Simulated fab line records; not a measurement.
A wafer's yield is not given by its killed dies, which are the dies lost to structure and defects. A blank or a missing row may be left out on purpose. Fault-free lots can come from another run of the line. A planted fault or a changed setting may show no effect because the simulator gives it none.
Chamber matching || flow nandHarc || 4 sister chambers for NHARC_A_STAIRCASE_DESCUM_11 on rieDiel-05
The step chemistry O2, time 3 s. 24 wafers are shown with their chamber, then 12 later ones without.

== WAFERS PAIRED WITH THEIR CHAMBERS ==
{"wafer": "L076.1", "chamber": 1, "drypumpMotorCurrentA (A)": 4.7, "showerheadPlenumPTorr (Torr)": 1.90, "rfVppV (V)": 57.3}
{"wafer": "L076.4", "chamber": 0, "drypumpMotorCurrentA (A)": 4.7, "showerheadPlenumPTorr (Torr)": 2.05, "rfVppV (V)": 59.9}
{"wafer": "L076.5", "chamber": 3, "drypumpMotorCurrentA (A)": 5.8, "showerheadPlenumPTorr (Torr)": 1.95, "rfVppV (V)": 57.9}
{"wafer": "L075.2", "chamber": 1, "drypumpMotorCurrentA (A)": 4.7, "showerheadPlenumPTorr (Torr)": 1.90, "rfVppV (V)": 57.5}
{"wafer": "L075.3", "chamber": 2, "drypumpMotorCurrentA (A)": 5.9, "showerheadPlenumPTorr (Torr)": 1.93, "rfVppV (V)": 56.2}
{"wafer": "L075.6", "chamber": 2, "drypumpMotorCurrentA (A)": 5.9, "showerheadPlenumPTorr (Torr)": 1.93, "rfVppV (V)": 56.5}
{"wafer": "L077.2", "chamber": 1, "drypumpMotorCurrentA (A)": 4.7, "showerheadPlenumPTorr (Torr)": 1.90, "rfVppV (V)": 57.0}
{"wafer": "L077.4", "chamber": 0, "drypumpMotorCurrentA (A)": 4.7, "showerheadPlenumPTorr (Torr)": 2.05, "rfVppV (V)": 58.1}
{"wafer": "L077.5", "chamber": 3, "drypumpMotorCurrentA (A)": 5.7, "showerheadPlenumPTorr (Torr)": 1.95, "rfVppV (V)": 57.0}
{"wafer": "L079.1", "chamber": 2, "drypumpMotorCurrentA (A)": 5.9, "showerheadPlenumPTorr (Torr)": 1.93, "rfVppV (V)": 57.2}
{"wafer": "L079.2", "chamber": 0, "drypumpMotorCurrentA (A)": 4.7, "showerheadPlenumPTorr (Torr)": 2.04, "rfVppV (V)": 57.9}
{"wafer": "L079.3", "chamber": 3, "drypumpMotorCurrentA (A)": 5.8, "showerheadPlenumPTorr (Torr)": 1.95, "rfVppV (V)": 58.1}
{"wafer": "L080.1", "chamber": 0, "drypumpMotorCurrentA (A)": 4.7, "showerheadPlenumPTorr (Torr)": 2.04, "rfVppV (V)": 58.5}
{"wafer": "L080.3", "chamber": 1, "drypumpMotorCurrentA (A)": 4.7, "showerheadPlenumPTorr (Torr)": 1.89, "rfVppV (V)": 58.5}
{"wafer": "L080.4", "chamber": 3, "drypumpMotorCurrentA (A)": 5.7, "showerheadPlenumPTorr (Torr)": 1.95, "rfVppV (V)": 56.9}
{"wafer": "L080.2", "chamber": 2, "drypumpMotorCurrentA (A)": 5.9, "showerheadPlenumPTorr (Torr)": 1.93, "rfVppV (V)": 58.2}
{"wafer": "L080.5", "chamber": 2, "drypumpMotorCurrentA (A)": 5.9, "showerheadPlenumPTorr (Torr)": 1.93, "rfVppV (V)": 58.7}
{"wafer": "L080.6", "chamber": 1, "drypumpMotorCurrentA (A)": 4.7, "showerheadPlenumPTorr (Torr)": 1.90, "rfVppV (V)": 57.7}
{"wafer": "L083.2", "chamber": 0, "drypumpMotorCurrentA (A)": 4.7, "showerheadPlenumPTorr (Torr)": 2.04, "rfVppV (V)": 59.1}
{"wafer": "L083.3", "chamber": 3, "drypumpMotorCurrentA (A)": 5.8, "showerheadPlenumPTorr (Torr)": 1.94, "rfVppV (V)": 58.4}
{"wafer": "L083.5", "chamber": 1, "drypumpMotorCurrentA (A)": 4.7, "showerheadPlenumPTorr (Torr)": 1.89, "rfVppV (V)": 57.8}
{"wafer": "L085.1", "chamber": 3, "drypumpMotorCurrentA (A)": 5.8, "showerheadPlenumPTorr (Torr)": 1.94, "rfVppV (V)": 58.1}
{"wafer": "L085.3", "chamber": 0, "drypumpMotorCurrentA (A)": 4.7, "showerheadPlenumPTorr (Torr)": 2.04, "rfVppV (V)": 59.5}
{"wafer": "L085.4", "chamber": 2, "drypumpMotorCurrentA (A)": 5.9, "showerheadPlenumPTorr (Torr)": 1.92, "rfVppV (V)": 58.1}

SIGNATURES, as means of the wafers listed above
{"reading": "drypumpMotorCurrentA", "chamber 0": 4.700, "chamber 1": 4.700, "chamber 2": 5.900, "chamber 3": 5.767, "scatter within a chamber": 0.0258}
{"reading": "showerheadPlenumPTorr", "chamber 0": 2.0433, "chamber 1": 1.8967, "chamber 2": 1.9283, "chamber 3": 1.9467, "scatter within a chamber": 0.00492}
{"reading": "rfVppV", "chamber 0": 58.833, "chamber 1": 57.633, "chamber 2": 57.483, "chamber 3": 57.733, "scatter within a chamber": 0.759}
Rule: a wafer lies at a distance from a chamber equal to the root of the sum of squares, over the readings, of (its reading less the chamber's mean, divided by the reading's scatter). The wafer belongs to the nearest chamber; if the next one is less than 2 further off, it can't be placed. The scatter is the square root of a quotient: the sum, over the shown wafers, of each reading's squared deviation from its chamber's mean, divided by wafers minus chambers.

== WAFERS WITHOUT THEIR CHAMBER ==
{"wafer": "L090.1", "drypumpMotorCurrentA (A)": 4.7, "showerheadPlenumPTorr (Torr)": 2.03, "rfVppV (V)": 58.9}
{"wafer": "L090.2", "drypumpMotorCurrentA (A)": 5.9, "showerheadPlenumPTorr (Torr)": 1.92, "rfVppV (V)": 58.2}
{"wafer": "L090.6", "drypumpMotorCurrentA (A)": 5.7, "showerheadPlenumPTorr (Torr)": 1.94, "rfVppV (V)": 57.3}
{"wafer": "L093.3", "drypumpMotorCurrentA (A)": 4.7, "showerheadPlenumPTorr (Torr)": 2.03, "rfVppV (V)": 56.9}
{"wafer": "L093.4", "drypumpMotorCurrentA (A)": 5.8, "showerheadPlenumPTorr (Torr)": 1.94, "rfVppV (V)": 58.2}
{"wafer": "L093.5", "drypumpMotorCurrentA (A)": 5.7, "showerheadPlenumPTorr (Torr)": 1.94, "rfVppV (V)": 58.2}
{"wafer": "L095.2", "drypumpMotorCurrentA (A)": 6.0, "showerheadPlenumPTorr (Torr)": 1.91, "rfVppV (V)": 57.6}
{"wafer": "L095.5", "drypumpMotorCurrentA (A)": 5.7, "showerheadPlenumPTorr (Torr)": 1.93, "rfVppV (V)": 58.1}
{"wafer": "L095.6", "drypumpMotorCurrentA (A)": 4.7, "showerheadPlenumPTorr (Torr)": 2.03, "rfVppV (V)": 59.7}
{"wafer": "L097.3", "drypumpMotorCurrentA (A)": 5.9, "showerheadPlenumPTorr (Torr)": 1.91, "rfVppV (V)": 58.0}
{"wafer": "L097.4", "drypumpMotorCurrentA (A)": 4.7, "showerheadPlenumPTorr (Torr)": 2.03, "rfVppV (V)": 57.0}
{"wafer": "L097.6", "drypumpMotorCurrentA (A)": 4.7, "showerheadPlenumPTorr (Torr)": 1.88, "rfVppV (V)": 58.4}

== CHAMBER TAKEN BY EACH ==
{"wafer": "L090.1", "from the rows above": 0, "in truth": 0}
{"wafer": "L090.2", "from the rows above": 2, "in truth": 2}
{"wafer": "L090.6", "from the rows above": 3, "in truth": 3}
{"wafer": "L093.3", "from the rows above": 0, "in truth": 0}
{"wafer": "L093.4", "from the rows above": 3, "in truth": 3}
{"wafer": "L093.5", "from the rows above": 3, "in truth": 3}
{"wafer": "L095.2", "from the rows above": 2, "in truth": 2}
{"wafer": "L095.5", "from the rows above": 3, "in truth": 3}
{"wafer": "L095.6", "from the rows above": 0, "in truth": 0}
{"wafer": "L097.3", "from the rows above": 2, "in truth": 2}
{"wafer": "L097.4", "from the rows above": 0, "in truth": 0}
{"wafer": "L097.6", "from the rows above": 1, "in truth": 1}
12 of 12 placed correctly. Number that these rows cannot place: 0. 0 placed wrongly.
